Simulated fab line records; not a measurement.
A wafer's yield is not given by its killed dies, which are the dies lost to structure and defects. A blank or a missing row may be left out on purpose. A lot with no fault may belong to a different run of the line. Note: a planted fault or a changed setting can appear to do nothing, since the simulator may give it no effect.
Which tool was responsible?    flow n5_finfet    Sampling: 10 lots, 30 wafers, 2 of 1938 route steps

== WHAT EACH GAUGE READ, for each wafer ==
N5_MIM_BOT_LITHO_CD_MEAS_08: target cd 3000 nm. Usual: cd_nm 2999.0 nm, standard deviation 1.9.
lot   measured      on         cd_nm (nm)            flag
L550  day 12 05:44  cd_sem-03  2999.5 2997.9 2998.1  
L551  day 12 10:01  cd_sem-02  3000.0 2998.4 2999.0  
L557  day 13 22:47  cd_sem-03  2999.8 2998.1 2998.7  
L556  day 14 02:25  cd_sem-02  3000.9 2997.1 3001.2  
L558  day 14 10:29  cd_sem-03  3000.7 2999.6 2999.3  
L559  day 14 20:30  cd_sem-02  2998.7 3001.3 2998.2  
L564  day 15 21:47  cd_sem-03  2996.9 3002.4 2999.3  
L567  day 16 14:16  cd_sem-02  2999.8 2997.7 2998.2  
L570  day 17 04:26  cd_sem-01  2995.1 2999.5 2999.3  
L569  day 17 16:30  cd_sem-01  2998.0 2997.2 2998.7  

== TOOL THAT RAN EACH LOT (tool first, then ch and the chambers of the sampled wafers, then the start) ==
lot   N5_BEOL_M4_ETCHBACK_99
L550  rie_diel-04 ch 0,1, day 8 04:10
L551  rie_diel-01 ch 0,1,3, day 8 07:32
L557  rie_diel-01 ch 0,1,2, day 9 18:03
L556  rie_diel-04 ch 0,1,3, day 9 18:06
L558  rie_diel-01 ch 2,3, day 9 21:08
L559  rie_diel-02 ch 2,3, day 9 23:59
L564  rie_diel-01 ch 0,2,3, day 11 15:35
L567  rie_diel-01 ch 0,1,3, day 12 10:22
L570  rie_diel-01 ch 0,1, day 12 23:56
L569  rie_diel-02 ch 0,3, day 13 08:54
- N5_BEOL_M4_ETCHBACK_99: etches SiO2 in CHF3, target depth 5 nm, time 10.4 s.

== WHAT THE TOOLS THEMSELVES READ (means of the sampled wafers that have a number; where no wafer has one, the mark that the record gives instead) ==
N5_BEOL_M4_ETCHBACK_99. Usual: drypump_motor_current_A 5.8 A, standard deviation 0.55; oes_product_au 0.77 a.u., standard deviation 0.062; rf_vpp_V 240 V, standard deviation 4.2; showerhead_plenum_p_Torr 2.14 Torr, standard deviation 0.058; throttle_valve_pct 17.17 %, standard deviation 0.26.
lot   tool         drypump_motor_current_A (A)  oes_product_au (a.u.)  rf_vpp_V (V)  showerhead_plenum_p_Torr (Torr)  throttle_valve_pct (%)  flag
L550  rie_diel-04  6.5                          0.72                   242           2.07                             17.45                   
L551  rie_diel-01  5.6                          0.83                   238           2.19                             16.90                   
L557  rie_diel-01  5.3                          0.81                   240           2.16                             17.07                   
L556  rie_diel-04  6.0                          0.72                   242           2.07                             17.41                   
L558  rie_diel-01  5.9                          0.79                   241           2.15                             16.78                   
L559  rie_diel-02  5.3                          0.73                   237           2.16                             17.38                   
L564  rie_diel-01  5.6                          0.79                   239           2.15                             16.94                   
L567  rie_diel-01  5.6                          0.80                   237           2.18                             16.96                   
L570  rie_diel-01  5.3                          0.80                   235           2.18                             17.13                   
L569  rie_diel-02  5.2                          0.76                   235           2.14                             17.37                   

== THE ANSWER, worked out from the rows above alone ==
Rule: a lot is off if the mean of its wafers that have a number lies more than 3 standard deviations from the usual mean. Also off: a lot with no number at a reading for which 4 or more lots have one. The other lots that the step has rows for count as sound. First the gauges in route order, then the tools' own readings, where a lot's mean is used as printed above. At the first step where some lot is off, the reading lying furthest off is the one used; lots without a number count as furthest.
No lot is off at any reading shown: from this, nothing can be told.

== WHAT THE SIMULATOR HAD INSERTED ==
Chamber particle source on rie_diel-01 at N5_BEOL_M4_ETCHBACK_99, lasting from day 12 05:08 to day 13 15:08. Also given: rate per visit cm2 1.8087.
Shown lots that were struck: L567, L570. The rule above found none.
